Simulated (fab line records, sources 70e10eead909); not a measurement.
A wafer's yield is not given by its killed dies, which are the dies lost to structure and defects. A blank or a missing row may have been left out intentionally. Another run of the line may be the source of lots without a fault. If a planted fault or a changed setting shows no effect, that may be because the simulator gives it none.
A struck lot beside a sound one ; flow nand_harc ; 42 out of 1302 route steps
Sound: wafers L319.3, L319.4, L319.5. Struck: wafer L329.1 (L329.3, L329.6, from the same lot, were not struck and are left out); the cause is given at the end.
For every step that has rows: the tool of each side, followed by ch and its chambers, followed by its first start. Under that, the readings that differ: sound wafers ; struck wafers ; difference of the means ; sigmas: that difference in standard deviations of wafers without a fault.
alike: readings with means less than 2 such deviations apart, plus words and numbers identical on both sides. not compared: withheld readings, readings lacking a value on some wafer, bounds such as >300 that could conceal the same value, and numbers that have no deviation in the record and whose values overlap.
A row with sigmas, a row that says differs or no value, or rows on one side alone: a step with any of these is where the two part. Numbers that don't overlap but have no deviation are shown without sigmas and don't part them. Lack of a reading on every wafer of one side parts them only where that side has two or more wafers.

first, 4 steps without rows for these wafers: NHARC_HYBRID_BOND_PRECLEAN_01 (cleans in DIW, time 300 s); NHARC_HYBRID_BOND_SRD_02 (time 30 s, dry time 20 s); NHARC_HYBRID_BOND_BOND_03; NHARC_HYBRID_BOND_ANNEAL_04 (time 7200 s).
NHARC_HYBRID_BOND_OVL_MEAS_05:
  sound: overlay-02 at day 24 18:14; struck: overlay-01 at day 28 13:04
  alike: overlay_x_nm, overlay_y_nm
NHARC_HYBRID_BOND_INSPECT_06: inspects for defects (ir void).
  sound: defect_inspect-02 at day 24 18:18; struck: defect_inspect-02 at day 28 13:07
  alike: raw_defect_count
then, 2 steps without rows for these wafers: NHARC_THIN_TSV_GRIND_00; NHARC_THIN_TSV_CMP_01 (polishes).
NHARC_THIN_TSV_THK_MEAS_02: measures by ir.
  sound: film_metro-02 at day 24 19:56; struck: film_metro-02 at day 28 14:44
  alike: thk_nm
then, 3 steps without rows for these wafers: NHARC_THIN_TSV_SRD_03; NHARC_THIN_TSV_PRECLEAN_41 (cleans in SC1); NHARC_THIN_TSV_SRD_42.
NHARC_THIN_TSV_DEP_43: deposits SiO2, target thk 1328.5 nm.
  sound on pecvd-04 ch 0,2, day 24 20:13; struck on pecvd-04 ch 1, day 28 14:58
  alike: throttle_valve_pct
then, 8 steps without rows for these wafers: NHARC_THIN_TSV_DEHYDRATE_04 (time 120 s); NHARC_THIN_TSV_HMDS_05 (time 30 s); NHARC_THIN_TSV_COAT_06; NHARC_THIN_TSV_SOFTBAKE_07 (time 95 s); NHARC_THIN_TSV_EBR_08; NHARC_THIN_TSV_EXPOSE_09 (exposes mask TSV); NHARC_THIN_TSV_PEB_10 (peb time 85 s); NHARC_THIN_TSV_DEVELOP_11 (time 70 s).
NHARC_THIN_TSV_CD_MEAS_12: the cd target is 1000 nm.
  sound on cd_sem-01 ch 0, day 24 20:53; struck on cd_sem-03 ch 0, day 28 15:40
  alike: cd_nm
then, 1 step without rows for these wafers: NHARC_THIN_TSV_HARDBAKE_13 (time 80 s).
NHARC_THIN_TSV_DESCUM_14: chemistry O2, time 3 s.
  sound on rie_diel-01 ch 1,2, day 24 21:02; struck on rie_diel-03 ch 1, day 28 15:50
  alike: drypump_motor_current_A, o2_flow_sccm, oes_product_au, rf_vpp_V, showerhead_plenum_p_Torr, throttle_valve_pct
  not compared: rf_hours_counter_h
NHARC_THIN_TSV_ETCH_44: etches the open film in CF4/O2, target depth 1594.2 nm, time 797.1 s.
  sound on rie_diel-01 ch 0,1,3, day 24 21:07; struck on rie_diel-03 ch 0, day 28 15:59
  alike: drypump_motor_current_A, o2_flow_sccm, oes_product_au, rf_vpp_V, showerhead_plenum_p_Torr, throttle_valve_pct
  not compared: rf_hours_counter_h
then, 1 step without rows for these wafers: NHARC_THIN_TSV_ETCH_15 (target depth 3000 nm, bosch target overetch cycles 2, bosch etch step 2.8 s).
NHARC_THIN_TSV_CD_MEAS_16:
  sound: cd_sem-02 at day 24 21:50; struck: cd_sem-02 at day 28 16:40
  alike: cd_nm
NHARC_THIN_TSV_STRIP_45: strips in O2.
  sound on plasma_asher-02 ch 0,1, day 24 22:00; struck on plasma_asher-01 ch 1, day 28 16:47
reading;sound;struck;difference;sigmas
rf_hours_counter_h (h);- - -;27;no value on the sound wafers;
  alike: drypump_motor_current_A, heater_power_w, temp_c
then, 6 steps without rows for these wafers: NHARC_THIN_TSV_STRIP_46 (strips in post etch residue remover, time 1200 s); NHARC_THIN_TSV_DEP_47 (deposits SiO2, target thk 200 nm); NHARC_THIN_TSV_ETCHBACK_48 (etches the open film in C4F8/Ar, target depth 1028.5 nm, time 405.17 s); NHARC_THIN_TSV_STRIP_62 (strips in N2/H2, time 20 s); NHARC_THIN_TSV_DEGAS_49 (time 120 s); NHARC_THIN_TSV_PRE_CLEAN_50 (time 30 s).
NHARC_THIN_TSV_PVD_19: deposits TaN, target thk 20 nm.
  sound on pvd_sputter-02; struck on pvd_sputter-02
  alike: throttle_valve_pct
then, 3 steps without rows for these wafers: NHARC_THIN_TSV_PVD_51 (deposits Cu, target thk 100 nm); NHARC_THIN_TSV_ECD_20 (material Cu, target thk 2000 nm); NHARC_THIN_TSV_ANNEAL_52 (time 90 s).
NHARC_THIN_TSV_CMP_21: polishes, t overpolish 30 s, target thk 2000 nm.
  sound on cmp-01 ch 0,3, day 25 01:11; struck on cmp-01 ch 0, day 28 20:01
  alike: motor_current_A, overpolish_run_s, retaining_ring_pressure_frac
then, 2 steps without rows for these wafers: NHARC_THIN_TSV_SRD_23; NHARC_THIN_TSV_DEGAS_53 (time 60 s).
NHARC_END_SORT_01:
  only the struck wafers appear in the record here, on prober-01 ch 0 at day 29 06:35; the sound ones have no rows

WHERE THEY PART
Earliest at NHARC_THIN_TSV_STRIP_45; latest, in this record, at NHARC_END_SORT_01.

WHY: whatever the simulator had introduced
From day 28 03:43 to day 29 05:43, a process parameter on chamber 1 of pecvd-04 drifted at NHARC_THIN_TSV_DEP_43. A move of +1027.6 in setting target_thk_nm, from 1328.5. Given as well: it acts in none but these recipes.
